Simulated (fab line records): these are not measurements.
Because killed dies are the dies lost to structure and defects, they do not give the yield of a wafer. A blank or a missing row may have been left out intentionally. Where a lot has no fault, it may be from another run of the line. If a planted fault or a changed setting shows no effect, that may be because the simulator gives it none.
fab line records	flow nand_harc
record lots=24	wafers=72	last_day=33
route steps=1302 shown A_CONTACT@1054 A_BLC@1131 A_M0@1162
lots that met no fault: from a run of the same line without faults
start_h: hours from the record's opening day to when the first of the lot's shown wafers began	wait_h: time in hours since the lot's previous step	" as in the row above	L1.1+2: several wafers, shown together as one row	- no value, or no start given	* or withheld: withheld	< > ~ a bound
route shown NAME@n: a module of which the file shows steps, and the number in the route of the first	usual: mean/standard deviation of fault-free wafers	same: alike in all rows	chamber/n: place in a boat	sites: the reading at each site	_std_site: the standard deviation of these	_edge_site: the outer-site mean with the inner-site mean subtracted	radius_mm: for every site, how far away it sits from the centre of the wafer	mask NAME#n: copy n	behind: tool/chamber where the wafer was last shaped	hold: the reason the lot was held/the length of the hold in hours/how it ended	device: whichever transistor did not switch (one of n, p or np)	end of line: the route-end tests of the same wafers	step lacking rows: just its recipe	killed: dies that structure and defects cost at the first sort, which is not the same as the wafer's yield	map: a wafer's dies, marking killed ones x, the rest . and places with no die _
set.NAME: the setting the step ran with; set.NAME@STEP: the setting that earlier step ran with	model.NAME: the simulator's own value behind a step, which no gauge read
route steps across a sampled set of lots; one table per step, one row per wafer
services: the hour from which a tool's chamber was out of use, counted from the record's first day as start_h (under 0 if before that day), plus the number of hours and why
## steps
# step NHARC_A_CONTACT_ETCH_131
# recipe source_w=withheld	pressure_mtorr=20	bias_v=3000	time_s=197	target_depth_a=19180	ar_flow_sccm=withheld	c4f8_flow_sccm=withheld	o2_flow_sccm=withheld	chemistry=C4F8/O2/Ar
lot.wafer	tool	chamber	start_h	wait_h	rf_hours_counter_h
L074.2	har_cap_etch-02	0	520.06	0.1	84
L074.3	"	0	"	"	-
L074.6	"	1	"	"	-
L077.2	har_cap_etch-03	0	527.74	0.2	45
L077.4	"	1	"	"	-
L077.5	"	0	"	"	-
L075.2	har_cap_etch-02	1	528.60	0.1	86
L075.3	"	1	"	"	-
L075.5	"	0	"	"	-
L076.2	har_cap_etch-01	1	531.08	0.1	6
L076.4	"	0	"	"	-
L076.6	"	1	"	"	-
L078.2	har_cap_etch-03	1	552.08	0.1	50
L078.6	"	1	"	"	-
L078.5	"	0	"	"	-
L079.3	har_cap_etch-01	0	555.07	0.1	-
L079.5	"	1	"	"	-
L079.6	"	0	"	"	-
L080.2	har_cap_etch-01	1	564.63	0.1	13
L080.1	"	0	"	"	13
L080.4	"	0	"	"	-
L081.2	har_cap_etch-03	1	582.75	0.1	54
L081.3	"	1	"	"	-
L081.5	"	0	"	"	-
L082.2	har_cap_etch-03	0	588.74	0.1	56
L082.4	"	0	"	"	-
L082.6	"	1	"	"	-
L083.1	har_cap_etch-03	0	595.28	0.1	58
L083.2	"	1	"	"	58
L083.6	"	1	"	"	-
L084.4	har_cap_etch-01	1	597.85	0.1	-
L084.5	"	0	"	"	-
L084.6	"	1	"	"	-
L086.2	har_cap_etch-02	1	601.73	0.1	102
L086.5	"	0	"	"	-
L086.6	"	1	"	"	-
L085.2	har_cap_etch-01	0	610.93	0.1	25
L085.6	"	0	"	"	-
L085.5	"	1	"	"	-
L087.2	har_cap_etch-02	1	639.41	0.1	108
L087.6	"	0	"	"	-
L087.5	"	1	"	"	-
L088.1	har_cap_etch-01	1	642.75	0.1	29
L088.4	"	0	"	"	-
L088.6	"	1	"	"	-
L089.2	har_cap_etch-03	1	644.14	0.1	67
L089.1	"	0	"	"	67
L089.5	"	0	"	"	-
L090.3	har_cap_etch-01	0	669.59	0.1	-
L090.4	"	1	"	"	-
L090.6	"	1	"	"	-
L093.1	har_cap_etch-03	1	685.72	0.1	73
L093.2	"	0	"	"	73
L093.6	"	0	"	"	-
L092.1	har_cap_etch-01	1	687.64	0.2	36
L092.4	"	0	"	"	-
L092.6	"	0	"	"	-
L091.1	har_cap_etch-02	1	690.95	0.1	118
L091.3	"	0	"	"	-
L091.6	"	0	"	"	-
L094.2	har_cap_etch-03	0	694.10	0.2	75
L094.1	"	1	"	"	75
L094.6	"	1	"	"	-
L095.2	har_cap_etch-02	1	719.93	0.1	123
L095.4	"	1	"	"	-
L095.5	"	0	"	"	-
L096.2	har_cap_etch-03	0	726.36	0.1	81
L096.3	"	1	"	"	-
L096.4	"	0	"	"	-
L097.1	har_cap_etch-01	1	726.82	0.1	43
L097.3	"	0	"	"	-
L097.6	"	1	"	"	-
# step NHARC_A_CONTACT_ETCH_106
# recipe target_depth_a=900	overetch_a=90	time_s=49.5	ion_energy_ev=100	cf4_flow_sccm=80	o2_flow_sccm=20	ar_flow_sccm=0	rf_w=300	bias_w=100	chemistry=CF4/O2
# usual drypump_motor_current_A=5.62/0.29	oes_product_au=1.004/0.0083	rf_vpp_V=198.0/1.5	showerhead_plenum_p_Torr=1.34/0.064	throttle_valve_pct=13.397/0.0088
lot.wafer	tool	chamber	start_h	wait_h	drypump_motor_current_A	oes_product_au	rf_hours_counter_h	rf_vpp_V	showerhead_plenum_p_Torr	throttle_valve_pct
L074.3	rie_diel-08	1	521.69	0.1	6.13	0.989	23	196.4	1.31	13.387
L074.2	"	2	"	"	5.29	1.009	31	199.9	1.40	13.411
L074.6	"	0	"	"	5.63	1.003	-	197.3	1.32	13.393
L077.2	rie_diel-08	3	529.85	0.1	5.58	0.998	30	200.1	1.41	13.381
L077.4	"	0	"	"	5.64	1.007	29	197.1	1.32	13.388
L077.5	"	1	"	"	6.08	1.009	-	198.4	1.31	13.398
L075.2	rie_diel-12	2	530.29	0.1	5.84	0.997	21	196.9	1.27	13.404
L075.3	"	0	"	"	5.62	0.998	26	196.8	1.27	13.389
L075.5	"	1	"	"	5.67	0.996	-	198.9	1.42	13.394
L076.2	rie_diel-12	1	532.74	0.1	5.66	1.000	21	200.0	1.42	13.390
L076.4	"	2	"	"	5.90	1.013	-	196.2	1.27	13.402
L076.6	"	0	"	"	5.63	1.013	-	197.1	1.27	13.398
L078.2	rie_diel-12	0	553.73	0.1	5.61	1.001	32	196.0	1.27	13.408
L078.6	"	0	"	"	5.63	0.997	-	196.1	1.27	13.402
L078.5	"	1	"	"	5.63	1.006	-	197.8	1.41	13.402
L079.3	rie_diel-12	0	556.62	0.1	5.62	1.002	32	195.7	1.27	13.401
L079.5	"	0	"	"	5.62	0.998	-	196.3	1.27	13.403
L079.6	"	1	"	"	5.68	1.004	-	200.2	1.41	13.411
L080.4	rie_diel-08	2	566.28	0.1	5.30	1.000	1	200.3	1.39	13.393
L080.1	"	3	"	"	5.56	1.004	1	199.8	1.40	13.396
L080.2	"	0	"	"	5.63	0.987	1	196.7	1.32	13.402
L081.3	rie_diel-12	2	584.37	0.1	5.85	1.013	38	195.4	1.26	13.390
L081.2	"	3	"	"	5.00	1.018	39	198.1	1.41	13.399
L081.5	"	1	"	"	5.65	1.005	-	200.2	1.41	13.396
L082.2	rie_diel-12	1	590.36	0.1	5.68	1.000	40	198.9	1.41	13.401
L082.4	"	3	"	"	5.01	0.997	42	198.9	1.41	13.396
L082.6	"	1	"	"	5.68	1.003	-	199.3	1.41	13.401
L083.1	rie_diel-12	0	596.93	0.1	5.62	1.013	47	196.4	1.27	13.411
L083.2	"	2	"	"	5.80	1.013	41	196.9	1.26	13.380
L083.6	"	0	"	"	5.63	1.013	-	195.9	1.27	13.412
L084.4	rie_diel-12	1	599.46	0.1	5.66	1.015	42	200.0	1.41	13.405
L084.6	"	1	"	"	5.67	1.012	-	199.2	1.41	13.390
L084.5	"	2	"	"	5.85	1.001	-	195.1	1.26	13.407
L086.2	rie_diel-08	1	604.01	0.1	6.13	1.008	8	197.4	1.31	13.386
L086.5	"	1	"	"	6.15	1.012	-	196.6	1.31	13.391
L086.6	"	2	"	"	5.27	1.009	-	199.6	1.39	13.394
L085.2	rie_diel-08	2	612.59	0.1	5.27	1.001	11	198.0	1.39	13.394
L085.5	"	0	"	"	5.63	0.994	-	196.8	1.32	13.400
L085.6	"	1	"	"	6.13	1.008	-	197.1	1.31	13.383
L087.2	rie_diel-12	3	641.05	0.1	4.98	1.009	2	200.4	1.41	13.389
L087.5	"	0	"	"	5.61	0.994	-	197.7	1.27	13.392
L087.6	"	1	"	"	5.67	1.003	-	200.8	1.41	13.389
L088.1	rie_diel-08	1	644.47	0.1	6.15	1.007	13	196.2	1.31	13.389
L088.4	"	2	"	"	5.28	1.008	14	199.6	1.39	13.390
L088.6	"	2	"	"	5.31	1.019	-	199.5	1.39	13.381
L089.1	rie_diel-12	3	645.82	0.1	5.01	1.005	4	199.1	1.41	13.396
L089.2	"	0	"	"	5.62	0.984	4	196.8	1.26	13.408
L089.5	"	3	"	"	5.02	1.006	-	199.6	1.41	13.400
L090.3	rie_diel-08	3	671.19	0.1	5.56	1.007	19	199.3	1.40	13.398
L090.4	"	0	"	"	5.64	1.004	19	198.7	1.31	13.400
L090.6	"	3	"	"	5.59	1.015	-	199.3	1.40	13.388
L093.1	rie_diel-12	2	687.36	0.1	5.86	1.008	14	195.9	1.26	13.395
L093.2	"	1	"	"	5.68	1.002	14	199.7	1.41	13.396
L093.6	"	2	"	"	5.84	1.006	-	196.1	1.26	13.412
L092.1	rie_diel-01	3	689.27	0.1	5.73	1.008	46	196.5	1.25	13.396
L092.4	"	0	"	"	5.59	0.997	44	197.5	1.28	13.410
L092.6	"	3	"	"	5.69	1.008	-	196.1	1.25	13.397
L091.3	rie_diel-08	2	692.63	0.1	5.28	1.010	20	199.3	1.39	13.404
L091.1	"	1	"	"	6.14	1.002	19	197.7	1.31	13.407
L091.6	"	2	"	"	5.28	1.015	-	198.7	1.39	13.409
L094.2	rie_diel-12	0	695.75	0.1	5.63	0.992	17	196.0	1.26	13.392
L094.1	"	1	"	"	5.67	0.999	17	199.6	1.41	13.392
L094.6	"	0	"	"	5.62	1.007	-	196.5	1.26	13.369
L095.4	rie_diel-08	3	721.60	0.1	5.61	1.007	25	199.7	1.40	13.405
L095.2	"	0	"	"	5.62	0.997	26	198.2	1.31	13.405
L095.5	"	3	"	"	5.60	0.984	-	199.1	1.40	13.405
L096.3	rie_diel-12	0	727.98	0.0	5.62	0.995	31	196.1	1.26	13.387
L096.4	"	2	"	"	5.85	1.004	30	195.2	1.26	13.383
L096.2	"	3	"	"	5.01	1.012	30	198.4	1.41	13.402
L097.1	rie_diel-01	0	728.50	0.1	5.59	0.995	57	197.1	1.28	13.406
L097.3	"	2	"	"	6.06	0.988	57	196.2	1.33	13.394
L097.6	"	0	"	"	5.58	0.998	-	197.4	1.28	13.394
# step NHARC_A_CONTACT_ETCH_135
# recipe source_w=withheld	pressure_mtorr=20	bias_v=1200	time_s=311	target_depth_a=19120	ar_flow_sccm=withheld	c4f8_flow_sccm=withheld	o2_flow_sccm=withheld	chemistry=C4F8/O2/Ar
lot.wafer	tool	chamber	start_h	wait_h	rf_hours_counter_h
L074.2	har_cap_etch-03	1	532.65	0.2	46
L074.3	"	0	"	"	-
L074.6	"	0	"	"	-
L077.2	har_cap_etch-02	0	534.53	0.2	87
L077.4	"	0	"	"	-
L077.5	"	0	"	"	-
L075.2	har_cap_etch-01	1	535.57	0.2	7
L075.3	"	1	"	"	-
L075.5	"	1	"	"	-
L076.2	har_cap_etch-03	1	539.15	0.2	47
L076.4	"	1	"	"	-
L076.6	"	0	"	"	-
L078.2	har_cap_etch-03	0	559.75	0.2	50
L078.6	"	0	"	"	-
L078.5	"	1	"	"	-
L079.3	har_cap_etch-02	0	562.31	0.2	-
L079.5	"	1	"	"	-
L079.6	"	0	"	"	-
L080.2	har_cap_etch-03	0	571.32	0.2	52
L080.1	"	1	"	"	52
L080.4	"	0	"	"	-
L081.2	har_cap_etch-02	0	588.91	0.2	99
L081.3	"	1	"	"	-
L081.5	"	1	"	"	-
L082.2	har_cap_etch-02	0	596.07	0.2	100
L082.4	"	1	"	"	-
L082.6	"	0	"	"	-
L083.2	har_cap_etch-01	0	601.76	0.2	22
L083.1	"	1	"	"	22
L083.6	"	1	"	"	-
L084.4	har_cap_etch-03	0	605.07	0.2	-
L084.5	"	0	"	"	-
L084.6	"	1	"	"	-
L086.2	har_cap_etch-02	0	608.74	0.2	103
L086.6	"	1	"	"	-
L086.5	"	0	"	"	-
L085.2	har_cap_etch-03	0	619.04	0.2	62
L085.5	"	0	"	"	-
L085.6	"	1	"	"	-
L087.2	har_cap_etch-02	0	645.74	0.2	109
L087.5	"	1	"	"	-
L087.6	"	0	"	"	-
L088.1	har_cap_etch-01	0	650.00	0.2	29
L088.4	"	1	"	"	-
L088.6	"	1	"	"	-
L089.2	har_cap_etch-03	1	650.46	0.2	67
L089.1	"	0	"	"	67
L089.5	"	0	"	"	-
L090.3	har_cap_etch-03	1	681.10	0.2	-
L090.4	"	0	"	"	-
L090.6	"	1	"	"	-
L093.1	har_cap_etch-01	1	694.15	0.2	37
L093.2	"	0	"	"	37
L093.6	"	1	"	"	-
L092.1	har_cap_etch-02	0	694.90	0.2	119
L092.4	"	1	"	"	-
L092.6	"	0	"	"	-
L091.1	har_cap_etch-03	1	697.72	0.2	76
L091.3	"	0	"	"	-
L091.6	"	1	"	"	-
L094.1	har_cap_etch-01	0	701.36	0.2	38
L094.2	"	1	"	"	38
L094.6	"	1	"	"	-
L095.2	har_cap_etch-02	1	726.73	0.2	124
L095.4	"	0	"	"	-
L095.5	"	1	"	"	-
L096.2	har_cap_etch-01	0	734.94	0.2	43
L096.3	"	0	"	"	-
L096.4	"	1	"	"	-
L097.1	har_cap_etch-02	0	735.57	0.2	125
L097.3	"	1	"	"	-
L097.6	"	0	"	"	-
# step NHARC_A_BLC_ALD_23
# recipe target_thk_a=30	pulse_time_s=1	ald_cycles=150	temp_c=450	material=TiN
# usual heater_power_w=1056/85	precursor_pulse_height_rel=1.002/0.022
lot.wafer	tool	chamber	start_h	wait_h	heater_power_w	precursor_pulse_height_rel
L074.2	ald_metal-03	3	539.79	-	897	1.005
L074.3	"	0	"	"	1111	1.015
L074.6	"	3	"	"	902	0.996
L077.4	ald_metal-02	1	541.22	-	1074	1.009
L077.2	"	3	"	"	1134	0.998
L077.5	"	1	"	"	1054	0.999
L075.2	ald_metal-02	0	543.09	-	1061	1.021
L075.3	"	2	"	"	1121	0.986
L075.5	"	0	"	"	1094	0.984
L076.4	ald_metal-03	0	546.62	-	1116	1.001
L076.2	"	3	"	"	925	1.032
L076.6	"	1	"	"	1139	0.979
L078.2	ald_metal-04	1	567.01	-	995	1.017
L078.5	"	3	"	"	1060	0.994
L078.6	"	0	"	"	1091	0.997
L079.3	ald_metal-02	2	569.21	-	1115	1.057
L079.6	"	1	"	"	1066	0.960
L079.5	"	2	"	"	1112	1.014
L080.2	ald_metal-03	0	578.30	-	975	0.998
L080.1	"	1	"	"	1122	1.013
L080.4	"	3	"	"	857	0.989
L081.2	ald_metal-02	2	595.58	-	1142	0.996
L081.3	"	0	"	"	1084	0.973
L081.5	"	2	"	"	1157	0.982
L082.2	ald_metal-03	0	603.72	-	983	1.051
L082.4	"	1	"	"	1137	0.950
L082.6	"	1	"	"	1085	1.028
L083.2	ald_metal-04	2	608.55	-	1004	1.002
L083.1	"	3	"	"	1072	0.935
L083.6	"	1	"	"	1013	1.005
L084.4	ald_metal-03	2	611.67	-	995	0.980
L084.6	"	0	"	"	967	1.007
L084.5	"	1	"	"	1147	1.010
L086.2	ald_metal-03	0	615.58	-	955	0.996
L086.5	"	1	"	"	1117	1.033
L086.6	"	2	"	"	967	1.032
L085.2	ald_metal-03	0	625.92	-	955	0.960
L085.6	"	3	"	"	870	0.968
L085.5	"	0	"	"	951	1.043
L087.2	ald_metal-02	1	652.59	-	1045	1.028
L087.5	"	2	"	"	1174	1.000
L087.6	"	1	"	"	1045	0.998
L088.4	ald_metal-03	0	656.83	-	955	1.018
L088.1	"	1	"	"	1090	1.029
L088.6	"	3	"	"	885	1.004
L089.2	ald_metal-02	2	658.63	-	1163	1.009
L089.1	"	1	"	"	1053	1.025
L089.5	"	0	"	"	1006	0.979
L090.3	ald_metal-02	0	687.81	-	1054	1.016
L090.4	"	3	"	"	1186	0.958
L090.6	"	1	"	"	1042	1.020
L093.1	ald_metal-02	0	700.99	-	1034	1.049
L093.2	"	3	"	"	1213	0.936
L093.6	"	1	"	"	1022	0.975
L092.4	ald_metal-03	2	701.88	-	1018	1.012
L092.1	"	3	"	"	887	1.030
L092.6	"	1	"	"	1120	0.989
L091.3	ald_metal-04	0	704.70	-	1110	1.007
L091.1	"	2	"	"	979	1.011
L091.6	"	0	"	"	1096	1.007
L094.2	ald_metal-02	2	708.29	-	1173	0.998
L094.1	"	0	"	"	1022	1.016
L094.6	"	2	"	"	1142	1.017
L095.2	ald_metal-02	1	734.02	-	1044	0.975
L095.4	"	3	"	"	1230	1.008
L095.5	"	1	"	"	1063	0.991
L096.3	ald_metal-02	1	741.75	-	1041	1.015
L096.2	"	3	"	"	1227	0.988
L096.4	"	0	"	"	1050	0.997
L097.3	ald_metal-04	0	742.97	-	1110	1.018
L097.1	"	2	"	"	984	1.027
L097.6	"	2	"	"	951	1.015
# step NHARC_A_BLC_INSPECT_28
# usual raw_defect_count=516/130
lot.wafer	tool	chamber	start_h	wait_h	raw_defect_count
L074.2	defect_inspect-02	-	540.92	0.1	324
L074.3	"	-	"	"	364
L074.6	"	-	"	"	295
L077.2	defect_inspect-01	-	542.33	0.1	620
L077.4	"	-	"	"	650
L077.5	"	-	"	"	474
L075.2	defect_inspect-02	-	544.28	0.1	441
L075.3	"	-	"	"	395
L075.5	"	-	"	"	358
L076.2	defect_inspect-01	-	547.77	0.1	520
L076.4	"	-	"	"	452
L076.6	"	-	"	"	483
L078.2	defect_inspect-02	-	568.11	0.1	389
L078.5	"	-	"	"	372
L078.6	"	-	"	"	441
L079.3	defect_inspect-01	-	570.32	0.1	399
L079.5	"	-	"	"	391
L079.6	"	-	"	"	404
L080.1	defect_inspect-02	-	579.42	0.1	494
L080.2	"	-	"	"	713
L080.4	"	-	"	"	695
L081.2	defect_inspect-01	-	597.16	0.1	492
L081.3	"	-	"	"	472
L081.5	"	-	"	"	322
L082.2	defect_inspect-02	-	604.85	0.1	668
L082.4	"	-	"	"	585
L082.6	"	-	"	"	639
L083.1	defect_inspect-02	-	609.64	0.1	396
L083.2	"	-	"	"	470
L083.6	"	-	"	"	487
L084.4	defect_inspect-01	-	612.77	0.1	758
L084.5	"	-	"	"	505
L084.6	"	-	"	"	645
L086.2	defect_inspect-02	-	616.66	0.1	390
L086.5	"	-	"	"	593
L086.6	"	-	"	"	592
L085.2	defect_inspect-01	-	627.04	0.1	436
L085.5	"	-	"	"	384
L085.6	"	-	"	"	410
L087.2	defect_inspect-02	-	654.23	0.1	506
L087.5	"	-	"	"	516
L087.6	"	-	"	"	588
L088.1	defect_inspect-02	-	658.38	0.1	676
L088.4	"	-	"	"	1141
L088.6	"	-	"	"	610
L089.1	defect_inspect-01	-	659.80	0.1	564
L089.2	"	-	"	"	537
L089.5	"	-	"	"	626
L090.3	defect_inspect-01	-	688.96	0.1	621
L090.4	"	-	"	"	474
L090.6	"	-	"	"	522
L093.1	defect_inspect-02	-	702.16	0.1	463
L093.2	"	-	"	"	489
L093.6	"	-	"	"	428
L092.1	defect_inspect-02	-	702.97	0.1	454
L092.4	"	-	"	"	409
L092.6	"	-	"	"	478
L091.1	defect_inspect-02	-	705.82	0.1	476
L091.3	"	-	"	"	661
L091.6	"	-	"	"	747
L094.1	defect_inspect-01	-	709.44	0.1	463
L094.2	"	-	"	"	590
L094.6	"	-	"	"	538
L095.2	defect_inspect-01	-	735.16	0.1	383
L095.4	"	-	"	"	720
L095.5	"	-	"	"	485
L096.2	defect_inspect-01	-	742.89	0.1	495
L096.3	"	-	"	"	349
L096.4	"	-	"	"	329
L097.1	defect_inspect-01	-	744.11	0.1	618
L097.3	"	-	"	"	746
L097.6	"	-	"	"	583
# step NHARC_A_M0_CMP_23
# recipe t_overpolish_s=20	target_thk_nm=113.75
# usual motor_current_A=11.9/1.2	time_to_endpoint_s=28.1/2.2
lot.wafer	tool	chamber	start_h	wait_h	motor_current_A	time_to_endpoint_s
L074.3	cmp-03	3	543.92	-	12.5	29.3
L074.2	"	0	"	"	12.2	28.5
L074.6	"	3	"	"	12.7	27.9
L077.4	cmp-03	2	545.35	-	11.2	28.9
L077.2	"	0	"	"	12.1	27.6
L077.5	"	2	"	"	11.7	29.2
L075.2	cmp-02	3	547.42	-	12.5	27.3
L075.3	"	0	"	"	11.6	28.0
L075.5	"	1	"	"	10.7	28.0
L076.4	cmp-03	0	550.86	-	12.8	27.4
L076.2	"	1	"	"	13.2	27.9
L076.6	"	1	"	"	14.3	26.9
L078.2	cmp-02	1	571.61	-	11.1	28.7
L078.6	"	3	"	"	12.5	26.8
L078.5	"	0	"	"	12.0	27.2
L079.3	cmp-02	2	573.49	-	11.5	27.7
L079.6	"	1	"	"	10.9	29.0
L079.5	"	2	"	"	11.0	24.5
L080.1	cmp-02	1	582.51	-	10.8	25.1
L080.4	"	2	"	"	11.3	27.5
L080.2	"	3	"	"	12.8	23.2
L081.3	cmp-01	1	600.17	-	9.9	29.0
L081.2	"	0	"	"	14.8	27.0
L081.5	"	2	"	"	13.2	27.6
L082.4	cmp-02	2	608.00	-	10.6	26.1
L082.2	"	3	"	"	12.6	27.5
L082.6	"	0	"	"	11.4	24.3
L083.2	cmp-03	0	612.63	-	12.6	28.2
L083.1	"	2	"	"	11.8	29.7
L083.6	"	0	"	"	12.0	26.2
L084.4	cmp-01	1	615.93	-	9.9	28.7
L084.6	"	0	"	"	14.3	29.7
L084.5	"	1	"	"	10.1	30.5
L086.2	cmp-02	2	619.83	-	10.9	26.8
L086.6	"	3	"	"	12.9	21.2
L086.5	"	0	"	"	11.9	23.1
L085.2	cmp-01	2	630.07	-	12.7	31.0
L085.6	"	2	"	"	12.7	28.9
L085.5	"	3	"	"	11.2	31.4
L087.2	cmp-02	1	657.44	-	10.9	27.3
L087.5	"	2	"	"	10.8	29.2
L087.6	"	3	"	"	12.8	26.7
L088.4	cmp-03	3	661.57	-	12.3	28.6
L088.1	"	1	"	"	14.2	29.7
L088.6	"	3	"	"	12.6	29.2
L089.1	cmp-02	0	663.01	-	11.8	29.4
L089.2	"	2	"	"	11.0	31.2
L089.5	"	3	"	"	12.6	26.7
L090.4	cmp-01	1	692.38	-	10.4	30.1
L090.3	"	2	"	"	12.7	28.3
L090.6	"	2	"	"	12.0	30.6
L093.2	cmp-02	1	705.21	-	10.3	24.9
L093.1	"	2	"	"	11.2	27.9
L093.6	"	0	"	"	11.8	25.5
L092.4	cmp-01	1	706.09	-	10.1	29.8
L092.1	"	3	"	"	11.4	29.6
L092.6	"	0	"	"	13.8	30.1
L091.1	cmp-01	2	708.93	-	12.5	29.9
L091.3	"	3	"	"	11.4	31.6
L091.6	"	2	"	"	12.8	30.8
L094.1	cmp-03	1	712.71	-	13.6	27.3
L094.2	"	2	"	"	11.2	30.5
L094.6	"	2	"	"	11.3	28.7
L095.4	cmp-02	3	738.31	-	13.0	29.3
L095.2	"	0	"	"	11.1	30.7
L095.5	"	2	"	"	11.7	29.3
L096.2	cmp-02	0	746.03	-	11.5	28.4
L096.3	"	1	"	"	10.7	29.6
L096.4	"	3	"	"	12.6	30.0
L097.3	cmp-02	3	747.40	-	12.9	29.9
L097.1	"	2	"	"	11.6	32.7
L097.6	"	3	"	"	13.3	30.5
## services
tool	chamber	start_h	hours	kind
har_cap_etch-01	-	497.00	17.0	pm
rie_diel-12	1	503.09	6.9	repair
ald_metal-02	2	524.07	3.1	repair
cmp-02	-	525.89	2.3	repair
cmp-02	-	528.20	4.0	pm
rie_diel-12	2	533.18	1.2	repair
cmp-02	-	536.76	2.6	repair
har_cap_etch-01	-	549.38	0.9	repair
ald_metal-03	-	568.00	10.0	pm
rie_diel-08	1	568.42	6.1	repair
cmp-02	-	595.13	6.1	repair
ald_metal-03	1	604.00	3.9	repair
ald_metal-02	-	610.00	10.0	pm
rie_diel-12	-	622.52	9.0	pm
cmp-02	-	626.20	4.0	pm
ald_metal-02	0	629.43	25.7	repair
har_cap_etch-02	-	635.17	0.1	repair
cmp-02	-	642.66	2.8	repair
ald_metal-02	3	652.10	24.9	repair
cmp-02	-	666.00	2.1	repair
cmp-02	-	668.28	1.1	repair
cmp-02	-	724.20	4.0	pm
cmp-02	-	729.55	3.1	repair
cmp-02	-	734.65	1.0	repair
## key
fault none
